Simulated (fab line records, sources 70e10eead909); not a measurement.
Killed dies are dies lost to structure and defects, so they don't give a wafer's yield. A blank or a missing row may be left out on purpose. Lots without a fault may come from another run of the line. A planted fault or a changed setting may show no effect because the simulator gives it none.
Which tool did it? | flow nand_harc | 13 lots, 39 wafers sampled, at 5 steps of a route of 1302

WHAT THE GAUGES READ, wafer by wafer
NHARC_P_STI_OVL_MEAS_10. Usual: overlay_x_nm 1 nm, standard deviation 6.8; overlay_y_nm 1 nm, standard deviation 6.3.
lot  | measured     | on         | overlay_x_nm (nm) | overlay_y_nm (nm) | flag
L348 | day 2 20:47  | overlay-02 | 4 5 5             | -3 -3 -3          |
L352 | day 4 12:40  | overlay-01 | 0 0 1             | -2 -2 -2          |
L359 | day 7 12:42  | overlay-02 | -5 -6 -6          | 7 7 7             |
L360 | day 7 19:31  | overlay-02 | 13 13 13          | -3 -3 -4          |
L361 | day 8 06:29  | overlay-01 | 6 6 6             | 13 13 13          |
L363 | day 9 07:13  | overlay-01 | 2 2 2             | -8 -8 -8          |
L364 | day 9 10:41  | overlay-01 | -8 -8 -7          | -6 -6 -6          |
L365 | day 9 21:04  | overlay-01 | 4 3 4             | -6 -5 -6          |
L366 | day 10 09:23 | overlay-02 | 17 17 18          | 10 10 10          |
L367 | day 10 17:30 | overlay-02 | -1 -1 -1          | 1 1 0             |
L368 | day 11 04:45 | overlay-02 | -6 -6 -6          | -8 -8 -9          |
L369 | day 11 13:32 | overlay-02 | -3 -3 -3          | -3 -3 -3          |
L371 | day 12 08:27 | overlay-01 | 0 1 0             | 7 7 8             |

NHARC_P_STI_OCD_MEAS_17. Usual: trench_depth_nm 301 nm, standard deviation 3.1; trench_foot_cd_nm 158.1 nm, standard deviation 1.7.
lot  | measured     | on     | trench_depth_nm (nm) | trench_foot_cd_nm (nm) | flag
L348 | day 2 21:28  | ocd-02 | 301 293 298          | 156.9 159.4 157.0      |
L352 | day 4 13:26  | ocd-02 | 302 302 299          | 158.5 156.9 158.1      |
L359 | day 7 13:24  | ocd-01 | 302 300 299          | 156.2 157.9 160.4      |
L360 | day 7 20:13  | ocd-01 | 294 306 297          | 157.1 157.5 158.3      |
L361 | day 8 07:11  | ocd-02 | 300 305 304          | 158.8 156.5 158.6      |
L363 | day 9 07:55  | ocd-01 | 298 298 300          | 160.8 156.8 156.3      |
L364 | day 9 11:23  | ocd-01 | 302 300 304          | 156.8 157.6 158.0      |
L365 | day 9 21:46  | ocd-02 | 307 302 304          | 156.6 155.0 155.6      |
L366 | day 10 10:05 | ocd-02 | 303 302 296          | 158.5 156.7 157.5      |
L367 | day 10 18:12 | ocd-01 | 302 302 302          | 156.2 156.5 155.3      |
L368 | day 11 05:28 | ocd-01 | 300 297 298          | 158.1 161.6 159.2      |
L369 | day 11 14:14 | ocd-01 | 298 305 301          | 160.2 155.1 159.6      |
L371 | day 12 09:09 | ocd-01 | 301 304 303          | 156.9 155.2 156.4      |

NHARC_P_GATE_CD_MEAS_11: target cd 1640 nm. Usual: cd_nm 1640.1 nm, standard deviation 1.3.
lot  | measured     | on        | cd_nm (nm)           | flag
L348 | day 4 11:53  | cd_sem-03 | 1640.1 1639.6 1638.9 |
L352 | day 6 00:40  | cd_sem-01 | - - -                | OFF
L359 | day 9 07:53  | cd_sem-01 | 1641.3 1640.6 1639.7 |
L360 | day 9 07:51  | cd_sem-02 | 1637.4 1636.3 1638.2 |
L361 | day 10 07:17 | cd_sem-03 | 1638.7 1639.7 1638.9 |
L363 | day 10 21:07 | cd_sem-03 | 1641.4 1641.2 1642.3 |
L364 | day 10 20:58 | cd_sem-03 | 1642.3 1641.6 1641.0 |
L365 | day 11 11:07 | cd_sem-01 | 1640.2 1640.1 1641.0 |
L366 | day 12 00:40 | cd_sem-02 | 1638.9 1638.2 1638.7 |
L367 | day 12 03:47 | cd_sem-02 | 1640.2 1640.9 1641.2 |
L368 | day 12 16:35 | cd_sem-02 | 1640.4 1639.9 1640.5 |
L369 | day 12 23:16 | cd_sem-01 | 1640.8 1641.4 1637.8 |
L371 | day 14 00:00 | cd_sem-01 | 1639.3 1638.0 1637.4 |

WHICH TOOL RAN EACH LOT (tool, then ch and the chambers of the sampled wafers, then the start)
lot  | NHARC_P_ZERO_WELL_DESCUM_54        | NHARC_P_GATE_EXPOSE_08
L348 | rie_diel-05 ch 0,3, day 2 02:14    | krf_scanner-01 ch 0, day 4 11:43
L352 | rie_diel-05 ch 1,2,3, day 3 18:02  | krf_scanner-02 ch 0, day 6 00:31
L359 | rie_diel-13 ch 0,1,2, day 6 15:54  | krf_scanner-03 ch 0, day 9 07:44
L360 | rie_diel-05 ch 1,2,3, day 7 01:59  | krf_scanner-03 ch 0, day 9 07:41
L361 | rie_diel-08 ch 1,2, day 7 11:49    | krf_scanner-02 ch 0, day 10 07:08
L363 | rie_diel-13 ch 0,2,3, day 8 07:47  | krf_scanner-02 ch 0, day 10 20:58
L364 | rie_diel-08 ch 0,2,3, day 8 17:56  | krf_scanner-01 ch 0, day 10 20:49
L365 | rie_diel-05 ch 0,1,3, day 9 04:53  | krf_scanner-01 ch 0, day 11 10:58
L366 | rie_diel-08 ch 2,3, day 9 16:17    | krf_scanner-02 ch 0, day 12 00:31
L367 | rie_diel-13 ch 0,2, day 10 00:11   | krf_scanner-01 ch 0, day 12 03:38
L368 | rie_diel-13 ch 0,3, day 10 09:57   | krf_scanner-03 ch 0, day 12 16:26
L369 | rie_diel-08 ch 0,2,3, day 10 20:20 | krf_scanner-02 ch 0, day 12 23:07
L371 | rie_diel-13 ch 0,1, day 11 15:49   | krf_scanner-03 ch 0, day 13 23:51
- NHARC_P_ZERO_WELL_DESCUM_54: chemistry O2, time 3 s.
- NHARC_P_GATE_EXPOSE_08: exposes mask P HV.

WHAT THE TOOLS THEMSELVES READ (means of the sampled wafers that have a number; where no wafer has one, the mark that the record gives instead)
NHARC_P_ZERO_WELL_DESCUM_54. Usual: drypump_motor_current_A 5.6 A, standard deviation 0.52; oes_product_au 1.002 a.u., standard deviation 0.0069; rf_vpp_V 57.7 V, standard deviation 0.87; showerhead_plenum_p_Torr 1.90 Torr, standard deviation 0.065; throttle_valve_pct 11.311 %, standard deviation 0.0084.
lot  | tool        | drypump_motor_current_A (A) | oes_product_au (a.u.) | rf_vpp_V (V) | showerhead_plenum_p_Torr (Torr) | throttle_valve_pct (%) | flag
L348 | rie_diel-05 | 5.3                         | 1.000                 | 57.8         | 1.93                            | 11.314                 |
L352 | rie_diel-05 | 5.2                         | 1.007                 | 57.8         | 1.90                            | 11.313                 |
L359 | rie_diel-13 | 5.6                         | 0.997                 | 57.8         | 1.95                            | 11.311                 |
L360 | rie_diel-05 | 5.2                         | 1.001                 | 57.4         | 1.89                            | 11.309                 |
L361 | rie_diel-08 | 5.9                         | 1.002                 | 58.0         | 1.79                            | 11.319                 |
L363 | rie_diel-13 | 5.6                         | 1.007                 | 57.1         | 1.88                            | 11.305                 |
L364 | rie_diel-08 | 5.8                         | 0.997                 | 58.0         | 1.90                            | 11.312                 |
L365 | rie_diel-05 | 5.3                         | 1.002                 | 57.7         | 1.90                            | 11.308                 |
L366 | rie_diel-08 | 6.2                         | 0.993                 | 57.6         | 1.90                            | 11.312                 |
L367 | rie_diel-13 | 6.0                         | 1.007                 | 57.2         | 1.88                            | 11.313                 |
L368 | rie_diel-13 | 5.6                         | 1.003                 | 57.7         | 1.86                            | 11.305                 |
L369 | rie_diel-08 | 5.7                         | 0.998                 | 58.5         | 1.90                            | 11.306                 |
L371 | rie_diel-13 | 6.0                         | 1.007                 | 57.9         | 1.93                            | 11.315                 |

THE ANSWER, worked out from the rows above alone
Rule: a lot is off if the mean of its wafers that have a number lies more than 3 standard deviations from the usual mean. A lot without any number at a reading at which 4 lots or more have one is off too. The other lots that the step has rows for count as sound. The gauges are gone through in route order, then the tools' own readings, and for those a lot's mean is taken as printed above. The first step at which some lot is off is used, and at that step the reading that is off furthest; a lot without a number counts as furthest.
Off: L352, at NHARC_P_GATE_CD_MEAS_11 (cd_nm). Without a number there: L352.
A tool fits if, at a process step before that reading, it ran every lot that is off, and no sound lot after the first of them. The gauges at NHARC_P_GATE_CD_MEAS_11 are tried like those tools. None of those tried fits.

WHAT THE SIMULATOR HAD PUT IN
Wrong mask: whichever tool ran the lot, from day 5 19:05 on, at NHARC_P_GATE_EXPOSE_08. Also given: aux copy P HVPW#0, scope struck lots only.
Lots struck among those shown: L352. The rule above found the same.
